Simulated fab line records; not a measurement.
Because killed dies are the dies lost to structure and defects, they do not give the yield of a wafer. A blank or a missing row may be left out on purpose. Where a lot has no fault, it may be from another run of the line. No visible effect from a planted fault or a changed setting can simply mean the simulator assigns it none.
A lot that was struck, set against a sound lot :: flow n5 finfet :: 37 out of 1938 route steps
Sound: the wafers L185.4, L185.5, L185.6. Wafers L168.1, L168.2, L168.5 were the ones struck. The cause comes at the end.
Order at every step that has rows: each side's tool, ch and its chambers, its first start. Under that, the readings that differ: sound wafers :: struck wafers :: difference of the means :: sigmas: that difference in standard deviations of wafers without a fault.
alike: readings with means less than 2 such deviations apart, plus words and numbers identical on both sides. not compared: withheld readings, readings lacking a value on some wafer, bounds such as >300 that could conceal the same value, and numbers that have no deviation in the record and whose values overlap.
The two part at a step that has a row with sigmas, a row that says differs or no value, or rows on one side only. Numbers that have no deviation but don't overlap get no sigmas and don't part them. A reading missing from all wafers of one side parts the sides only when that side holds two or more wafers.

first, 9 steps without rows for these wafers: N5_BEOL_M4_ANNEAL_95 (time 240 s); N5_BEOL_M4_SPUTTER_96 (material Cu, target thk 4.5 nm, time 8.29 s); N5_BEOL_M4_ECD_50 (material Cu, target thk 300 nm); N5_BEOL_M4_ANNEAL_51 (time 90 s); N5_BEOL_M4_CMP_52 (polishes, stops on SiOC, t overpolish 6.8 s, target thk 40 nm); N5_BEOL_M4_PRE_CLEAN_60 (time 15 s); N5_BEOL_M4_CO_CAP_55 (material Co, precursor CCTBA/H2, target thk 2 nm, time 102.1 s); N5_BEOL_M4_PRE_CLEAN_56 (time 15 s); N5_BEOL_M4_DEP_57 (deposits SiCN from 3MS/NH3, target thk 8 nm, time 14 s).
N5_BEOL_M4_RC_MEAS_101:
  sound on prober-02 ch 0, day 14 01:14; struck on prober-01 ch 0, day 9 09:56
reading: IOFF_P (nA/um)
sound: 0.28 0.28 0.30
struck: 0.20 0.20 0.24
difference: -0.07
sigmas: -2
  alike: DIBL_N, DIBL_P, IOFF_N, ION_N, ION_P, SS_N, SS_P, VT_N, VT_P
then, 24 steps without rows for these wafers: N5_BEOL_M5_ILD_DEP_00 (deposits SiCOH lowk from DEMS/porogen, target thk 140.64 nm, time 25.9 s); N5_BEOL_M5_CURE_79 (cures SiCOH lowk, time 240 s); N5_BEOL_M5_PECVD_70 (deposits SiO2 from TEOS/O2, target thk 16 nm, time 18 s); N5_BEOL_M5_HM_DEP_02 (deposits TiN, target thk 20 nm); N5_BEOL_M5_COAT_59 (time 60 s, resist thk 60 nm); N5_BEOL_M5_COAT_60 (time 60 s, resist thk 12 nm); N5_BEOL_M5_COAT_71 (time 60 s, resist thk 5 nm); N5_BEOL_M5_COAT_05 (resist thk 30 nm); N5_BEOL_M5_EBR_07; N5_BEOL_M5_SOFTBAKE_06 (time 60 s); N5_BEOL_M5_EXPOSE_08 (exposes mask M5, target cd 28 nm); N5_BEOL_M5_PEB_09 (peb time 60 s); N5_BEOL_M5_DEVELOP_10 (develop time 30 s); N5_BEOL_M5_DESCUM_16 (chemistry O2, time 7 s); N5_BEOL_M5_ETCH_72 (etches underlayer in N2/H2, target depth 6.5 nm, time 5.2 s); N5_BEOL_M5_ETCH_61 (etches SiARC in CF4, target depth 15.6 nm, time 26 s); N5_BEOL_M5_ETCH_62 (etches SOC in N2/H2, target depth 75 nm, overetch 15 nm, time 112.5 s); N5_BEOL_M5_STRIP_63 (strips in N2/H2); N5_BEOL_M5_STRIP_73 (strips in N2/H2); N5_BEOL_M5_STRIP_64 (strips in CF4); N5_BEOL_M5_HM_OPEN_17 (chemistry Cl2/BCl3, target TiN, target depth 20 nm, overetch 6 nm); N5_BEOL_M5_STRIP_19 (strips in O2); N5_BEOL_M5_COAT_65 (time 60 s, resist thk 60 nm); N5_BEOL_M5_COAT_66 (time 60 s, resist thk 12 nm).
N5_BEOL_M5_CVD_47: deposits Co from CCTBA/H2, target thk 3 nm, time 216 s.
  sound on cvd co-01 ch 0,1, day 14 06:52; struck on cvd co-01 ch 0,1,2, day 9 16:14
  no value came back on the struck wafers for chamber pressure Torr (Torr), run length s (s); on the sound wafers chamber pressure Torr (Torr) reads 29.90 29.99 29.97
N5_BEOL_M5_CMP_52: polishes, stops on SiCOH lowk, t overpolish 6.9 s, target thk 62 nm.
  sound on cmp-03 ch 0,1, day 14 11:55; struck on cmp-01 ch 0,1,2, day 9 21:23
reading: barrier field endpoint s (s)
sound: 26.2 26.1 26.6
struck: 21.1 21.0 21.2
difference: -5.2
sigmas: -6
  alike: motor current A
  not compared: model.Cu_of_BEOL_M5_ECD_50.thk nm
-- the record jumps here: 4 days lie between the struck wafers' starts before and after (it left off in module BEOL_M5 and takes up again in module PASSIVATION, whose first step shown is number 1936 of the route) --
N5_PASSIVATION_PROBE_49:
  struck on prober-01, day 13 15:11; sound on prober-02, day 17 23:41
reading: defect limited yield (%)
sound: 91.7 91.4 89.3
struck: 0 0 0
difference: -91
sigmas: -61

reading: killed_at_M4_up
sound: 11 15 14
struck: 1134 1108 1115
difference: +1106
sigmas: +99 or more

reading: killed dies
sound: 98 102 126
struck: 1180 1180 1180
difference: +1071
sigmas: +60

reading: killed on rim
sound: 14 15 14
struck: 152 152 152
difference: +138
sigmas: +37

reading: sort_bin_5_function (%)
sound: 5.1 5.1 5.5
struck: 90.4 89.5 90.4
difference: +84.9
sigmas: +77

reading: sort_bin_6_memory (%)
sound: 2.6 3.1 4.6
struck: 9.6 10.3 9.4
difference: +6.3
sigmas: +9

reading: sort n pass
sound: 1082 1078 1054
struck: 0 0 0
difference: -1071
sigmas: -60

reading: sort yield pct (%)
sound: 91.7 91.4 89.3
struck: 0 0 0
difference: -91
sigmas: -61
  alike: killed_at_M0_to_M3, killed at contacts, killed at front end, killed at other, killed open, killed short

## WHERE THEY PART
First at N5_BEOL_M4_RC_MEAS_101; last, within this record, at N5_PASSIVATION_PROBE_49.

WHY: the cause the simulator had injected
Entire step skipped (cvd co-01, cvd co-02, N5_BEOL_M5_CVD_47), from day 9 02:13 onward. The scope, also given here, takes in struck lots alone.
